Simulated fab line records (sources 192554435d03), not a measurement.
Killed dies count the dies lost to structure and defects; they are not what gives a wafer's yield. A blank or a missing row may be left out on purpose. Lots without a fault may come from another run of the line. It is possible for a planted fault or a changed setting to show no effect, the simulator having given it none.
Chamber matching / flow n5_finfet / 3 sister chambers for N5_GATE_CUT_HM_DEP_46 on pecvd-01
The step deposits SiO2 from TEOS/O2, target thk 130 nm, time 26.6 s. 18 wafers are shown with their chamber, then 9 later ones without.

EACH WAFER AND ITS CHAMBER
wafer=L074.1; chamber=2; throttle_valve_pct (%)=18.6; heater_power_w (W)=529; showerhead_plenum_p_Torr (Torr)=8.41
wafer=L074.2; chamber=1; throttle_valve_pct (%)=20.5; heater_power_w (W)=662; showerhead_plenum_p_Torr (Torr)=8.39
wafer=L074.3; chamber=0; throttle_valve_pct (%)=17.7; heater_power_w (W)=558; showerhead_plenum_p_Torr (Torr)=8.37
wafer=L074.4; chamber=0; throttle_valve_pct (%)=17.4; heater_power_w (W)=576; showerhead_plenum_p_Torr (Torr)=8.37
wafer=L074.5; chamber=1; throttle_valve_pct (%)=20.8; heater_power_w (W)=674; showerhead_plenum_p_Torr (Torr)=8.38
wafer=L074.6; chamber=2; throttle_valve_pct (%)=18.6; heater_power_w (W)=522; showerhead_plenum_p_Torr (Torr)=8.37
wafer=L075.1; chamber=1; throttle_valve_pct (%)=20.3; heater_power_w (W)=706; showerhead_plenum_p_Torr (Torr)=8.39
wafer=L075.2; chamber=0; throttle_valve_pct (%)=17.9; heater_power_w (W)=481; showerhead_plenum_p_Torr (Torr)=8.37
wafer=L075.3; chamber=2; throttle_valve_pct (%)=18.5; heater_power_w (W)=479; showerhead_plenum_p_Torr (Torr)=8.38
wafer=L075.4; chamber=0; throttle_valve_pct (%)=17.9; heater_power_w (W)=504; showerhead_plenum_p_Torr (Torr)=8.36
wafer=L075.5; chamber=1; throttle_valve_pct (%)=20.7; heater_power_w (W)=743; showerhead_plenum_p_Torr (Torr)=8.40
wafer=L075.6; chamber=2; throttle_valve_pct (%)=18.6; heater_power_w (W)=478; showerhead_plenum_p_Torr (Torr)=8.39
wafer=L079.1; chamber=2; throttle_valve_pct (%)=18.6; heater_power_w (W)=574; showerhead_plenum_p_Torr (Torr)=8.38
wafer=L079.3; chamber=0; throttle_valve_pct (%)=17.5; heater_power_w (W)=637; showerhead_plenum_p_Torr (Torr)=8.38
wafer=L079.5; chamber=0; throttle_valve_pct (%)=17.8; heater_power_w (W)=473; showerhead_plenum_p_Torr (Torr)=8.39
wafer=L081.2; chamber=0; throttle_valve_pct (%)=17.8; heater_power_w (W)=520; showerhead_plenum_p_Torr (Torr)=8.37
wafer=L081.5; chamber=1; throttle_valve_pct (%)=20.8; heater_power_w (W)=624; showerhead_plenum_p_Torr (Torr)=8.41
wafer=L081.6; chamber=0; throttle_valve_pct (%)=17.7; heater_power_w (W)=526; showerhead_plenum_p_Torr (Torr)=8.36

SIGNATURES, as means of the wafers listed above
reading=throttle_valve_pct; chamber 0=17.712; chamber 1=20.620; chamber 2=18.580; scatter within a chamber=0.168
reading=heater_power_w; chamber 0=534.38; chamber 1=681.80; chamber 2=516.40; scatter within a chamber=48.4
reading=showerhead_plenum_p_Torr; chamber 0=8.3712; chamber 1=8.3940; chamber 2=8.3860; scatter within a chamber=0.0119
Rule: for each reading, subtract the chamber's mean from the wafer's reading, divide by that reading's scatter and square the result; add these up over the readings and take the root, which gives the wafer's distance from the chamber. If the next closest chamber is less than 2 further off than the closest, the wafer can't be placed; otherwise it belongs to the closest. How the scatter is found: for the shown wafers, subtract from each reading the mean of its chamber, square and add these, divide the total by (wafers less chambers), then take the root.

WAFERS WITH NO CHAMBER GIVEN
wafer=L091.1; throttle_valve_pct (%)=17.5; heater_power_w (W)=507; showerhead_plenum_p_Torr (Torr)=8.35
wafer=L091.3; throttle_valve_pct (%)=20.4; heater_power_w (W)=652; showerhead_plenum_p_Torr (Torr)=8.42
wafer=L091.6; throttle_valve_pct (%)=20.5; heater_power_w (W)=664; showerhead_plenum_p_Torr (Torr)=8.39
wafer=L092.1; throttle_valve_pct (%)=18.7; heater_power_w (W)=525; showerhead_plenum_p_Torr (Torr)=8.39
wafer=L092.2; throttle_valve_pct (%)=20.5; heater_power_w (W)=682; showerhead_plenum_p_Torr (Torr)=8.39
wafer=L092.6; throttle_valve_pct (%)=20.7; heater_power_w (W)=691; showerhead_plenum_p_Torr (Torr)=8.39
wafer=L095.4; throttle_valve_pct (%)=17.8; heater_power_w (W)=629; showerhead_plenum_p_Torr (Torr)=8.37
wafer=L095.5; throttle_valve_pct (%)=18.1; heater_power_w (W)=627; showerhead_plenum_p_Torr (Torr)=8.36
wafer=L095.6; throttle_valve_pct (%)=20.7; heater_power_w (W)=713; showerhead_plenum_p_Torr (Torr)=8.40

WHICH CHAMBER EACH ONE RAN IN
wafer=L091.1; from the rows above=0; in truth=0
wafer=L091.3; from the rows above=1; in truth=1
wafer=L091.6; from the rows above=1; in truth=1
wafer=L092.1; from the rows above=2; in truth=2
wafer=L092.2; from the rows above=1; in truth=1
wafer=L092.6; from the rows above=1; in truth=1
wafer=L095.4; from the rows above=0; in truth=0
wafer=L095.5; from the rows above=can't be placed: 0 or 2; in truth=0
wafer=L095.6; from the rows above=1; in truth=1
Correct placement for 8 of the 9. Can't be placed from these rows: 1 (the true chamber is among the candidates in 1). Placed wrongly: 0.
